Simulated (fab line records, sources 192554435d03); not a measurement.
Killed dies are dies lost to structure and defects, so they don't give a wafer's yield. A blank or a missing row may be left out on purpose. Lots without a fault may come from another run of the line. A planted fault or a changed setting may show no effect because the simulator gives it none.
Which tool did it? | flow n5_finfet | 24 lots, 72 wafers sampled, at 3 steps of a route of 1938

WHAT THE GAUGES READ, wafer by wafer
N5_BEOL_M0_CUTY_OVL_MEAS_58. Usual: M0_ABLK_OVL -0.1 nm, standard deviation 0.76.
lot  | measured     | on         | M0_ABLK_OVL (nm) | flag
L074 | day 5 17:28  | overlay-02 | -0.4 0.2 -0.3    |
L075 | day 5 23:47  | overlay-02 | 0.9 1.8 0.6      |
L076 | day 6 07:30  | overlay-02 | 1.0 1.4 0.4      |
L077 | day 6 08:05  | overlay-01 | -0.2 -0.6 -0.2   |
L078 | day 6 22:37  | overlay-01 | 1.7 1.4 1.5      |
L079 | day 7 07:49  | overlay-02 | -0.5 0.9 -0.5    |
L080 | day 7 12:47  | overlay-01 | -1.8 -0.3 -0.6   |
L081 | day 7 16:40  | overlay-01 | 0.0 0.2 0.0      |
L082 | day 7 21:07  | overlay-01 | -0.2 0.2 0.5     |
L083 | day 7 22:08  | overlay-01 | -0.1 0.2 -0.4    |
L084 | day 8 06:59  | overlay-01 | 0.1 0.3 1.4      |
L085 | day 8 17:43  | overlay-01 | -0.9 -0.2 -0.4   |
L086 | day 8 18:01  | overlay-02 | -0.6 -0.3 -1.1   |
L087 | day 9 07:28  | overlay-02 | -0.9 -0.8 -1.1   |
L088 | day 9 09:17  | overlay-01 | 0.5 0.4 -1.0     |
L089 | day 9 14:32  | overlay-02 | -1.6 -0.7 -0.5   |
L090 | day 9 14:55  | overlay-01 | 0.3 0.5 1.0      |
L091 | day 9 20:33  | overlay-02 | -0.1 0.1 -0.3    |
L092 | day 10 04:23 | overlay-01 | 0.4 -0.4 0.4     |
L093 | day 10 11:58 | overlay-02 | -0.9 -1.0 -0.3   |
L094 | day 10 17:27 | overlay-02 | -1.2 -1.0 0.0    |
L095 | day 11 05:24 | overlay-01 | -0.5 -0.6 -0.9   |
L096 | day 11 08:07 | overlay-02 | -0.5 -0.9 0.2    |
L097 | day 11 12:23 | overlay-01 | -0.1 -1.0 -1.1   |

N5_BEOL_M1_CD_MEAS_11: target cd 17.05 nm. Usual: cd_nm 17.01 nm, standard deviation 0.27.
lot  | measured     | on        | cd_nm (nm)        | flag
L074 | day 6 07:40  | cd_sem-03 | 16.95 17.81 17.12 |
L075 | day 6 08:01  | cd_sem-01 | 16.99 16.91 17.07 |
L076 | day 6 16:37  | cd_sem-01 | 16.93 17.49 16.71 |
L077 | day 6 16:52  | cd_sem-02 | 17.29 16.91 16.75 |
L078 | day 7 04:53  | cd_sem-02 | 17.09 17.35 17.21 |
L079 | day 7 15:13  | cd_sem-02 | 17.26 16.48 17.08 |
L080 | day 7 19:13  | cd_sem-03 | 17.11 17.16 17.02 |
L081 | day 7 23:07  | cd_sem-02 | 17.19 17.31 17.40 |
L082 | day 8 08:02  | cd_sem-02 | 17.09 17.20 16.77 |
L083 | day 8 08:16  | cd_sem-01 | 16.74 16.92 16.45 |
L084 | day 8 21:58  | cd_sem-01 | 16.94 16.53 16.69 |
L085 | day 9 01:53  | cd_sem-02 | 16.58 16.96 16.40 |
L086 | day 9 01:17  | cd_sem-03 | 17.04 17.35 16.81 |
L087 | day 9 15:31  | cd_sem-02 | 16.85 17.15 17.15 |
L088 | day 9 14:57  | cd_sem-03 | 16.80 16.49 17.13 |
L089 | day 9 21:11  | cd_sem-01 | 17.41 17.23 16.84 |
L090 | day 10 00:31 | cd_sem-01 | 17.49 17.48 17.28 |
L091 | day 10 04:13 | cd_sem-03 | 17.04 16.77 16.83 |
L092 | day 10 12:07 | cd_sem-02 | 17.32 16.92 16.99 |
L093 | day 10 22:20 | cd_sem-01 | 16.86 17.02 16.88 |
L094 | day 11 05:31 | cd_sem-01 | 16.99 17.30 16.93 |
L095 | day 11 15:59 | cd_sem-01 | 16.91 17.04 16.65 |
L096 | day 11 17:08 | cd_sem-01 | 16.47 16.56 16.90 |
L097 | day 11 19:08 | cd_sem-02 | 17.67 16.91 17.43 |

WHICH TOOL RAN EACH LOT (tool, then ch and the chambers of the sampled wafers, then the start)
lot  | N5_BEOL_M0_CO_CAP_123
L074 | cvd_co-02 ch 0,2, day 6 05:40
L075 | cvd_co-01 ch 1,2, day 6 06:06
L076 | cvd_co-02 ch 0,2, day 6 13:31
L077 | cvd_co-02 ch 0,2, day 6 15:24
L078 | cvd_co-01 ch 0,1,2, day 7 03:26
L079 | cvd_co-02 ch 0,1,2, day 7 12:56
L080 | cvd_co-01 ch 1, day 7 17:53
L081 | cvd_co-01 ch 0,1,2, day 7 22:11
L082 | cvd_co-02 ch 0,1,2, day 8 01:44
L083 | cvd_co-01 ch 1,2, day 8 02:34
L084 | cvd_co-02 ch 0,1, day 8 20:59
L085 | cvd_co-01 ch 0,1, day 9 00:59
L086 | cvd_co-01 ch 0,1, day 9 00:19
L087 | cvd_co-01 ch 0,2, day 9 13:34
L088 | cvd_co-01 ch 0,1,2, day 9 13:07
L089 | cvd_co-02 ch 0,1, day 9 18:38
L090 | cvd_co-02 ch 0,2, day 9 23:14
L091 | cvd_co-02 ch 0,2, day 10 02:05
L092 | cvd_co-01 ch 0,1,2, day 10 10:34
L093 | cvd_co-02 ch 0,1, day 10 19:02
L094 | cvd_co-01 ch 0,1,2, day 11 00:24
L095 | cvd_co-01 ch 0,1,2, day 11 14:08
L096 | cvd_co-02 ch 0,1,2, day 11 16:08
L097 | cvd_co-01 ch 1,2, day 11 16:56
- N5_BEOL_M0_CO_CAP_123: material Co, precursor CCTBA/H2, target thk 2 nm, time 102.1 s.

WHAT THE TOOLS THEMSELVES READ (means of the sampled wafers that have a number; where no wafer has one, the mark that the record gives instead)
N5_BEOL_M0_CO_CAP_123. Usual: heater_power_w 228 W, standard deviation 36.
lot  | tool      | heater_power_w (W) | flag
L074 | cvd_co-02 | 247                |
L075 | cvd_co-01 | 197                |
L076 | cvd_co-02 | 235                |
L077 | cvd_co-02 | 246                |
L078 | cvd_co-01 | 226                |
L079 | cvd_co-02 | 219                |
L080 | cvd_co-01 | 225                |
L081 | cvd_co-01 | 228                |
L082 | cvd_co-02 | 220                |
L083 | cvd_co-01 | 199                |
L084 | cvd_co-02 | 185                |
L085 | cvd_co-01 | 259                |
L086 | cvd_co-01 | 247                |
L087 | cvd_co-01 | 216                |
L088 | cvd_co-01 | 229                |
L089 | cvd_co-02 | 190                |
L090 | cvd_co-02 | 250                |
L091 | cvd_co-02 | 249                |
L092 | cvd_co-01 | 230                |
L093 | cvd_co-02 | 215                |
L094 | cvd_co-01 | 232                |
L095 | cvd_co-01 | 228                |
L096 | cvd_co-02 | 222                |
L097 | cvd_co-01 | 200                |

THE ANSWER, worked out from the rows above alone
Rule: a lot is off if the mean of its wafers that have a number lies more than 3 standard deviations from the usual mean. A lot without any number at a reading at which 4 lots or more have one is off too. The other lots that the step has rows for count as sound. The gauges are gone through in route order, then the tools' own readings, and for those a lot's mean is taken as printed above. The first step at which some lot is off is used, and at that step the reading that is off furthest; a lot without a number counts as furthest.
No lot is off at any reading shown: from this, nothing can be told.

WHAT THE SIMULATOR HAD PUT IN
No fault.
